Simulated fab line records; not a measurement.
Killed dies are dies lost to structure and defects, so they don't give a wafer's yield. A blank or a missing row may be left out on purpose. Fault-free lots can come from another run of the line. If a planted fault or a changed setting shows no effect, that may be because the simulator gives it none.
Matching of chambers + flow n5-finfet + N5_STI_FIN_REVEAL_ETCHBACK_08 on rie-diel-04 has 4 sister chambers
The step etches SiO2 in C4F6/O2, target depth 30.5 nm, time 10.167 s. 4 wafers are shown with their chamber, then 11 later ones without.

== WAFERS PAIRED WITH THEIR CHAMBERS ==
| wafer  | chamber | rf-vpp-V (V) |
|--------|---------|--------------|
| L083.2 | 2       | 691          |
| L085.2 | 1       | 693          |
| L085.3 | 0       | 672          |
| L086.3 | 3       | 632          |

== WAFERS WHOSE CHAMBER IS MISSING ==
| wafer  | rf-vpp-V (V) |
|--------|--------------|
| L086.4 | 693          |
| L086.5 | 691          |
| L092.1 | 632          |
| L092.4 | 691          |
| L092.6 | 692          |
| L095.2 | 689          |
| L095.3 | 694          |
| L095.5 | 672          |
| L096.2 | 694          |
| L096.3 | 691          |
| L096.4 | 671          |

== WHICH CHAMBER EACH ONE RAN IN ==
| wafer  | from the rows above     | in truth |
|--------|-------------------------|----------|
| L086.4 | 1                       | 1        |
| L086.5 | 2                       | 2        |
| L092.1 | 3                       | 3        |
| L092.4 | 2                       | 2        |
| L092.6 | can't be placed: 1 or 2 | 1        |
| L095.2 | 2                       | 2        |
| L095.3 | 1                       | 1        |
| L095.5 | 0                       | 0        |
| L096.2 | 1                       | 1        |
| L096.3 | 2                       | 2        |
| L096.4 | 0                       | 0        |
10 of 11 placed correctly. From these rows, 1 cannot be placed; in 1 the true chamber is one of the candidates. 0 placed wrongly.
How it was worked out, from the rows above alone: a wafer's distance from a chamber is the root of the sum, over the readings, of the square of ((its reading less the chamber's mean) divided by the reading's scatter). The wafer belongs to the nearest chamber; if the next one is less than 2 further off, it can't be placed. A chamber's mean is the mean of its shown wafers. The scatter: root of mean squared gap, hidden wafer to nearest shown wafer, with one shown wafer a chamber.
